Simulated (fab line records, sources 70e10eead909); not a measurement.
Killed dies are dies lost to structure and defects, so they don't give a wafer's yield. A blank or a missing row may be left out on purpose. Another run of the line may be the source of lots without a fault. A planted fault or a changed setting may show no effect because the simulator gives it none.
Chamber matching ; flow nandHarc ; cmp-03 running NHARC_P_BONDPAD_CMP_19: 4 sister chambers
The step polishes, t overpolish 30 s, cu recess touch 16 s, target thk 160.81 nm. 20 wafers are shown with their chamber, then 9 later ones without.

EACH WAFER AND ITS CHAMBER
wafer;chamber;motorCurrentA (A);overpolishRunS (s)
L870.2;3;11.0;29.994
L870.3;2;11.3;30.002
L870.6;3;10.6;29.986
L871.2;0;12.5;30.009
L871.5;0;13.7;29.998
L871.6;1;15.7;29.986
L874.2;3;10.6;29.988
L874.3;1;15.7;29.995
L874.6;1;16.9;29.992
L875.2;2;11.5;29.995
L875.3;3;10.9;29.991
L875.6;1;15.9;29.994
L877.1;1;16.0;30.007
L877.2;3;10.6;29.996
L877.6;2;11.6;29.985
L881.1;1;15.4;30.004
L881.2;3;10.5;29.986
L881.6;1;15.3;30.010
L888.3;1;15.3;29.998
L888.4;2;11.8;30.013

SIGNATURES (averages over the wafers above)
reading;chamber 0;chamber 1;chamber 2;chamber 3;scatter within a chamber
motorCurrentA;13.100;15.775;11.550;10.700;0.432
overpolishRunS;30.00350;29.99825;29.99875;29.99017;0.00803
Rule: a wafer lies at a distance from a chamber equal to the root of the sum of squares, over the readings, of (its reading less the chamber's mean, divided by the reading's scatter). If the next closest chamber is less than 2 further off than the closest, the wafer can't be placed; otherwise it belongs to the closest. How the scatter is found: for the shown wafers, subtract from each reading the mean of its chamber, square and add these, divide the total by (wafers less chambers), then take the root.

WAFERS MISSING THEIR CHAMBER
wafer;motorCurrentA (A);overpolishRunS (s)
L888.6;10.7;30.006
L889.2;11.4;30.010
L889.4;10.4;30.007
L889.5;14.0;30.006
L891.2;13.4;29.988
L891.3;10.6;30.004
L892.4;10.7;30.019
L892.5;16.1;30.010
L892.6;13.3;29.996

THE CHAMBER EACH PASSED THROUGH
wafer;from the rows above;in truth
L888.6;can't be placed: 3 or 2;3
L889.2;can't be placed: 2 or 3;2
L889.4;can't be placed: 3 or 2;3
L889.5;0;0
L891.2;0;0
L891.3;can't be placed: 3 or 2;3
L892.4;can't be placed: 2 or 3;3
L892.5;1;1
L892.6;0;0
Correct placement for 4 of the 9. Can't be placed from these rows: 5 (the true chamber is among the candidates in 5). Placed wrongly: 0.
